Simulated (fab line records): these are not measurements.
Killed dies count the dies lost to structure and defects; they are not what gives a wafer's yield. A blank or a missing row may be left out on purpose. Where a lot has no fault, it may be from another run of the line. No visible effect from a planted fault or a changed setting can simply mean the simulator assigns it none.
fab line records    flow nand_harc
[record] lots = 5  wafers = 15  last_day = 33
route steps=1302 shown P_ZERO_WELL@29
lots untouched by any fault: they come from a run of this same line in which no faults occurred
start_h: hours from the record's first day to the start of the lot's first wafer shown    wait_h: hours from the lot's prior step to this one    " the same as in the row above    L1.1+2: one row covering several wafers at once    - no value, or no start given    * or withheld: withheld    < > ~ a bound
route shown NAME@n: a module of which the file shows steps, and the number in the route of the first    usual: mean/standard deviation taken from wafers without a fault    same: alike in all rows    chamber/n: place in a boat    sites: the reading at each site    _std_site: the values' standard deviation    _edge_site: outer sites' mean less inner sites'    radius_mm: for every site, how far away it sits from the centre of the wafer    mask NAME#n: copy n    behind: the tool/chamber that last shaped the wafer    hold: what put the lot on hold/how long, in hours/how the hold closed    device: whichever transistor did not switch (one of n, p or np)    end of line: at the end of the route, the tests of the same wafers    a step with no rows: only its recipe    killed: at the first sort, the dies lost to defects and structure; wafer yield is something else    map: dies across one wafer; x = killed, . = not, _ = none there
set.NAME: the setting that was run; set.NAME@STEP: the one run at that earlier step    model.NAME: the simulator's own value behind a step, which no gauge read
certain route steps with their lots: each step a table, each wafer a row
services: from which hour (start_h, from the record's first day; less than 0 if before it) a tool's chamber was out of use, for how many hours, and why
[[steps]]
[step NHARC_P_ZERO_WELL_CD_MEAS_24]
[recipe] target_cd_nm = 720  landing_energy_ev = 500
[usual] cd_nm = 718.9/1.5
lot.wafer  tool       chamber  start_h  wait_h  cd_nm
L490.2     cd_sem-01  0        92.70    -       718.1
L490.5     "          0        "        "       719.0
L490.6     "          0        "        "       718.4
L491.2     cd_sem-02  0        102.83   -       716.9
L491.3     "          0        "        "       718.4
L491.4     "          0        "        "       718.7
L498.1     cd_sem-03  0        172.45   -       719.0
L498.2     "          0        "        "       720.4
L498.4     "          0        "        "       722.2
L501.3     cd_sem-03  0        202.62   -       721.1
L501.4     "          0        "        "       720.8
L501.6     "          0        "        "       719.7
L505.2     cd_sem-01  0        242.58   -       718.4
L505.3     "          0        "        "       720.0
L505.5     "          0        "        "       719.4
[step NHARC_P_ZERO_WELL_HARDBAKE_25]
[recipe] temp_c = 125  time_s = 80
[step NHARC_P_ZERO_WELL_DESCUM_26]
[recipe] time_s = 3  o2_flow_sccm = 200  ar_flow_sccm = 0  bias_power_w = 0  chemistry = O2
[usual] drypump_motor_current_A = 5.9/0.56  o2_flow_sccm = 200.0/0.58  oes_product_au = 1.000/0.0092  rf_vpp_V = 57.5/0.87  showerhead_plenum_p_Torr = 1.88/0.078  throttle_valve_pct = 11.312/0.0097
lot.wafer  tool         chamber  start_h  wait_h  drypump_motor_current_A  o2_flow_sccm  oes_product_au  rf_hours_counter_h  rf_vpp_V  showerhead_plenum_p_Torr  throttle_valve_pct
L490.2     rie_diel-13  3        92.89    -       5.8                      199.4         0.986           32                  58.4      1.97                      11.314
L490.5     "            1        "        "       6.7                      200.2         1.003           -                   56.4      1.82                      11.324
L490.6     "            2        "        "       6.0                      199.9         0.997           -                   58.1      1.78                      11.318
L491.3     rie_diel-13  3        102.99   -       5.8                      198.8         0.996           36                  57.1      1.97                      11.311
L491.4     "            1        "        "       6.6                      200.6         1.004           38                  56.6      1.82                      11.310
L491.2     "            2        "        "       6.0                      200.3         1.013           45                  56.2      1.78                      11.305
L498.1     rie_diel-08  1        172.61   -       6.5                      199.8         1.004           50                  57.4      1.89                      11.324
L498.2     "            3        "        "       6.3                      200.9         0.998           51                  58.5      1.77                      11.303
L498.4     "            0        "        "       4.9                      199.7         1.007           50                  58.2      1.78                      11.304
L501.3     rie_diel-13  3        202.78   -       5.8                      200.3         0.983           9                   57.9      1.96                      11.334
L501.4     "            3        "        "       5.8                      200.2         0.997           -                   57.8      1.96                      11.301
L501.6     "            0        "        "       5.0                      201.2         0.999           -                   58.2      1.92                      11.315
L505.3     rie_diel-11  3        243.02   -       6.1                      200.5         0.985           58                  58.2      1.96                      11.297
L505.2     "            2        "        "       6.5                      201.0         0.982           52                  58.1      1.90                      11.313
L505.5     "            3        "        "       6.1                      199.9         0.979           -                   56.8      1.96                      11.305
[step NHARC_P_ZERO_WELL_IMPLANT_27]
[recipe] energy_kev = 600  dose_cm2 = 1e+13  tilt_deg = 7
[step NHARC_P_ZERO_WELL_IMPLANT_57]
[recipe] energy_kev = 250  dose_cm2 = 4e+12  tilt_deg = 7
[step NHARC_P_ZERO_WELL_IMPLANT_58]
[recipe] energy_kev = 100  dose_cm2 = 2e+12  tilt_deg = 7
[step NHARC_P_ZERO_WELL_STRIP_28]
[recipe] time_s = 840  temp_c = 130  chemistry = SPM
[step NHARC_P_ZERO_WELL_DEHYDRATE_29]
[recipe] temp_c = 150  time_s = 120
[step NHARC_P_ZERO_WELL_HMDS_30]
[recipe] time_s = 30
[step NHARC_P_ZERO_WELL_COAT_31]
[recipe] spin_rpm = withheld
[step NHARC_P_ZERO_WELL_SOFTBAKE_32]
[recipe] temp_c = 122  time_s = 95
[step NHARC_P_ZERO_WELL_EBR_33]
[step NHARC_P_ZERO_WELL_EXPOSE_34]
[recipe] na = 0.6  target_cd_nm = 720  dose_mj = 22.31  mask_id = P_PWELL
[same] na = 0.6
lot.wafer   tool            chamber  start_h  wait_h  mask
L490.2+5+6  krf_scanner-02  0        98.01    -       P_PWELL#0
L491.2+3+4  krf_scanner-01  0        104.39   -       P_PWELL_R1#0
L498.1+2+4  krf_scanner-01  0        173.81   -       P_PWELL#0
L501.3+4+6  krf_scanner-02  0        204.14   -       P_PWELL#0
L505.2+3+5  krf_scanner-03  0        244.35   -       P_PWELL#0
[step NHARC_P_ZERO_WELL_PEB_35]
[recipe] peb_temp_c = 118  peb_time_s = 85
[step NHARC_P_ZERO_WELL_DEVELOP_36]
[recipe] time_s = 70
[step NHARC_P_ZERO_WELL_CD_MEAS_37]
[recipe] target_cd_nm = 720  landing_energy_ev = 500
[usual] cd_nm = 720.1/1.5
lot.wafer  tool       chamber  start_h  wait_h  cd_nm
L490.2     cd_sem-03  0        98.16    -       719.9
L490.5     "          0        "        "       720.0
L490.6     "          0        "        "       720.0
L491.2     cd_sem-02  0        104.54   -       741.6
L491.3     "          0        "        "       737.8
L491.4     "          0        "        "       740.6
L498.1     cd_sem-03  0        173.97   -       720.1
L498.2     "          0        "        "       718.3
L498.4     "          0        "        "       719.7
L501.3     cd_sem-01  0        204.29   -       718.5
L501.4     "          0        "        "       721.1
L501.6     "          0        "        "       719.3
L505.2     cd_sem-03  0        244.50   -       723.7
L505.3     "          0        "        "       723.1
L505.5     "          0        "        "       725.3
[step NHARC_P_ZERO_WELL_HARDBAKE_38]
[recipe] temp_c = 125  time_s = 80
[[services]]
tool            chamber  start_h  hours  kind
rie_diel-13     0        71.66    -      clean
rie_diel-13     1        71.66    -      clean
rie_diel-13     2        71.66    -      clean
rie_diel-13     3        71.66    -      clean
rie_diel-11     -        81.60    9.0    pm
rie_diel-08     1        84.07    9.8    repair
krf_scanner-02  -        94.00    4.0    pm
rie_diel-13     0        96.16    -      clean
rie_diel-13     1        96.16    -      clean
rie_diel-13     2        96.16    -      clean
krf_scanner-02  -        125.49   0.6    repair
krf_scanner-03  -        125.56   1.2    repair
krf_scanner-01  -        140.00   4.0    pm
rie_diel-13     3        143.35   11.6   repair
rie_diel-13     0        146.16   4.6    repair
rie_diel-08     2        146.84   3.5    repair
rie_diel-13     -        165.27   9.0    pm
rie_diel-08     2        176.34   13.6   repair
rie_diel-13     1        176.96   12.6   repair
rie_diel-08     -        190.82   9.0    pm
rie_diel-13     1        200.62   11.4   repair
krf_scanner-02  -        210.72   2.0    repair
rie_diel-11     1        218.96   1.8    repair
krf_scanner-03  -        224.00   4.0    pm
[[key]]
[first_sign] step = NHARC_P_ZERO_WELL_EXPOSE_34  reading = mask  direction = changed
[effect] step = NHARC_P_ZERO_WELL_CD_MEAS_37  reading = cd_nm  direction = up  sigmas = 14  usual = 720.1  struck = 740.0
met_at NHARC_P_ZERO_WELL_EXPOSE_34
struck_wafers L491.2,L491.3,L491.4
tester_left_out L491
[fault] kind = wrong_mask  tool = any  chamber = -  onset_h = 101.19  steps = NHARC_P_ZERO_WELL_EXPOSE_34  aux_copy = P_PWELL_R1#0  cd_offset_nm = 18.909  scope = struck_lots_only
// tester_left_out: of these lots the tester's yield and bins aren't shown, on N5 and GAA mostly nor the transistor test; their killed dies are dies lost to structure and defects alone, not to doping, threshold or leakage, so they don't give the yield
